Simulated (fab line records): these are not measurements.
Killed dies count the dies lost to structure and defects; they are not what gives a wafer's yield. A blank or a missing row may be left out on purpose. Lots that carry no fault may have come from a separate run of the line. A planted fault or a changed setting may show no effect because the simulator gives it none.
Struck lot and sound lot, side by side :: flow n5Finfet :: 25 out of 1938 route steps
Sound: the wafers L942.2, L942.3, L942.6. Wafers struck: L952.3, L952.5, L952.6. Last of all comes the cause.
Each step with rows lists, per side, the tool, then ch with its chambers, then its first start. Under that, the readings that differ: sound wafers :: struck wafers :: difference of the means :: sigmas: that difference in standard deviations of wafers without a fault.
alike: words and numbers the same on both sides, and readings whose means are apart by under 2 such deviations; not compared: readings that were withheld, readings missing a value for some wafer, numbers with overlapping values and no deviation given by the record, and bounds like >300 which may hide the same value.
Wherever a step has rows on one side only, a row that says differs or no value, or a row with sigmas, the two part there. Numbers that have no deviation but don't overlap get no sigmas and don't part them. Lack of a reading on every wafer of one side parts them only where that side has two or more wafers.

N5_BEOL_M7_THK_MEAS_53: measures by xrf.
  sound on filmMetro-02, day 11 21:47; struck on filmMetro-02, day 14 11:41
  alike: M7_THK
then, 2 steps without rows for these wafers: N5_BEOL_M7_PRE_CLEAN_55 (time 15 s); N5_BEOL_M7_DEP_56 (deposits SiCN from 3MS/NH3, target thk 10 nm, time 17.5 s).
N5_BEOL_M7_RS_MEAS_57: measures by four-point-probe.
  sound on filmMetro-01, day 11 21:55; struck on filmMetro-01, day 14 11:49
  alike: M7_RS
N5_BEOL_M7_INSPECT_58: inspects for defects (darkfield).
  sound on defectInspect-02, day 11 21:57; struck on defectInspect-01, day 14 11:51
  alike: rawDefectCount
N5_BEOL_M8_ILD_DEP_00: deposits SiCOH lowk from DEMS/porogen, target thk 179.75 nm, time 33.4 s.
  sound on pecvd-04 ch 0,1,2, day 11 21:59; struck on pecvd-03 ch 1,2, day 14 11:54
  alike: chamberPressureTorr, heaterPowerW, showerheadPlenumPTorr, susceptorTempC, throttleValvePct
N5_BEOL_M8_CURE_74: cures SiCOH lowk, time 240 s.
  sound on uvCure-02 ch 1, day 11 22:08; struck on uvCure-03 ch 1, day 14 12:08
  alike: lampPowerPct, wafer_temp_C_max
N5_BEOL_M8_THK_MEAS_01:
  sound on filmMetro-01, day 11 22:34; struck on filmMetro-02, day 14 12:29
  alike: M8_ILD_THK
N5_BEOL_M8_PECVD_70: deposits SiO2 from TEOS/O2, target thk 20 nm, time 22.7 s.
  sound on pecvd-02 ch 0,1, day 11 22:36; struck on pecvd-02 ch 0,2, day 14 12:32
  alike: chamberPressureTorr, heaterPowerW, showerheadPlenumPTorr, susceptorTempC, throttleValvePct
N5_BEOL_M8_HM_DEP_02: deposits TiN, target thk 20 nm.
  sound on pvdSputter-03, day 11 22:53; struck on pvdSputter-03, day 14 13:35
  alike: chamberPressurePa, susceptorTempC, throttleValvePct
then, 2 steps without rows for these wafers: N5_BEOL_M8_COAT_59 (time 60 s, resist thk 100 nm); N5_BEOL_M8_COAT_60 (time 60 s, resist thk 35 nm).
N5_BEOL_M8_COAT_05: resist thk 90 nm.
  sound on lithoTrack-01 ch 0, day 11 23:01; struck on lithoTrack-01 ch 0, day 14 13:43
reading: spinSpeedRpm (rpm)
sound: 1499.4 1499.9 1501.0
struck: 1425.4 1425.1 1426.3
difference: -74.5
sigmas: -78

reading: model.CAR-ArF_of_BEOL_M8_COAT_05.thkNm (nm)
sound: 90.2 90.4 90.4
struck: 92 92.2 91.8
difference: +2
sigmas: 
  alike: exhaustPa
then, 5 steps without rows for these wafers: N5_BEOL_M8_EBR_07; N5_BEOL_M8_SOFTBAKE_06 (time 60 s); N5_BEOL_M8_EXPOSE_08 (exposes mask M8); N5_BEOL_M8_PEB_09 (peb time 60 s); N5_BEOL_M8_DEVELOP_10 (develop time 30 s).
N5_BEOL_M8_CD_MEAS_11 targets a cd of 38.5 nm.
  sound on cdSem-03 ch 0, day 11 23:23; struck on cdSem-03 ch 0, day 14 14:05
  alike: cdNm
N5_BEOL_M8_OVL_MEAS_12:
  sound on overlay-01 ch 0, day 11 23:25; struck on overlay-01 ch 0, day 14 14:07
  alike: M8_OVL
N5_BEOL_M8_INSPECT_13: inspects for defects (brightfield).
  sound on defectInspect-02, day 11 23:26; struck on defectInspect-01, day 14 14:08
  alike: rawDefectCount
then, 1 step without rows for these wafers: N5_BEOL_M8_DESCUM_16 (chemistry O2, time 7.9 s).
N5_BEOL_M8_ETCH_61: etches SiARC in CF4, target depth 45.5 nm, time 75.8 s.
  sound on rieDiel-01 ch 0,3, day 11 23:30; struck on rieDiel-04 ch 0,1, day 14 14:14
reading: oesProductAu (a.u.)
sound: 0.63 0.85 0.83
struck: 0.60 0.59 0.63
difference: -0.16
sigmas: -2

reading: model.CAR-ArF_of_BEOL_M8_COAT_05.thkNm (nm)
sound: 51.2 51 51.2
struck: 53 53.2 52.8
difference: +2
sigmas: 
  alike: drypumpMotorCurrentA, etchRfOnTimeS, rfVppV, showerheadPlenumPTorr, throttleValvePct
  not compared: rfHoursCounterH
N5_BEOL_M8_ETCH_62: etches SOC in N2/H2, target depth 110 nm, overetch 22 nm, time 165 s.
  sound on rieDiel-01 ch 0,3, day 11 23:33; struck on rieDiel-04 ch 0,1, day 14 14:18
reading: oesProductAu (a.u.)
sound: 0.64 0.81 0.83
struck: 0.59 0.59 0.63
difference: -0.16
sigmas: -2
  alike: drypumpMotorCurrentA, rfVppV, showerheadPlenumPTorr, throttleValvePct
  not compared: rfHoursCounterH
N5_PASSIVATION_PROBE_49:
  rows exist in the record for the sound wafers here (prober-01, day 15 01:15), none for the struck ones

== WHERE THEY PART ==
Last at N5_PASSIVATION_PROBE_49 as far as this record goes, first at N5_BEOL_M8_COAT_05.

WHY: the cause the simulator had injected
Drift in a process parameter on lithoTrack-01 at N5_BEOL_M8_COAT_05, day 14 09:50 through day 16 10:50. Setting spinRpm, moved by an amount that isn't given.
